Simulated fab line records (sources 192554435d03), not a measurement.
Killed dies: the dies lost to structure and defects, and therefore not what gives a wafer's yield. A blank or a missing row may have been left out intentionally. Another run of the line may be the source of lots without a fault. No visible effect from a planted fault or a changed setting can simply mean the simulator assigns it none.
Matching of chambers ; flow n5-finfet ; N5_BEOL_M7_CURE_74 on uv-cure-03 has 3 sister chambers
The step cures SiCOH lowk, time 240 s. 6 wafers are shown with their chamber, then 7 later ones without.

EACH WAFER AND ITS CHAMBER
wafer;chamber;wafer_temp_C_max;lamp-power-pct (%)
L083.4;2;386.7;52.22
L083.6;2;387.4;52.35
L089.4;1;386.4;52.34
L089.6;1;386.6;52.25
L093.2;0;386.0;52.31
L093.3;0;386.5;52.23

WAFERS MISSING THEIR CHAMBER
wafer;wafer_temp_C_max;lamp-power-pct (%)
L093.4;386.1;52.31
L094.2;386.2;52.19
L094.4;386.4;52.36
L094.5;386.2;52.31
L095.1;386.2;52.33
L095.3;386.1;52.34
L095.6;385.7;52.29

EACH ONE'S CHAMBER
wafer;from the rows above;in truth
L093.4;can't be placed: 0 or 1 or 2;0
L094.2;can't be placed: 0 or 1 or 2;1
L094.4;can't be placed: 1 or 0 or 2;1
L094.5;can't be placed: 0 or 1 or 2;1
L095.1;can't be placed: 0 or 1 or 2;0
L095.3;can't be placed: 0 or 1 or 2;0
L095.6;can't be placed: 0 or 1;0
0 of 7 placed correctly. From these rows, 7 cannot be placed; in 7 the true chamber is one of the candidates. Wrongly placed: 0.
How it was worked out, from the rows above alone: a wafer's distance from a chamber is the root of the sum, over the readings, of the square of ((its reading less the chamber's mean) divided by the reading's scatter). If the next closest chamber is less than 2 further off than the closest, the wafer can't be placed; otherwise it belongs to the closest. For every chamber, the mean is computed from those of its wafers that are shown. The scatter is the square root of a quotient: the sum, over the shown wafers, of each reading's squared deviation from its chamber's mean, divided by wafers minus chambers.
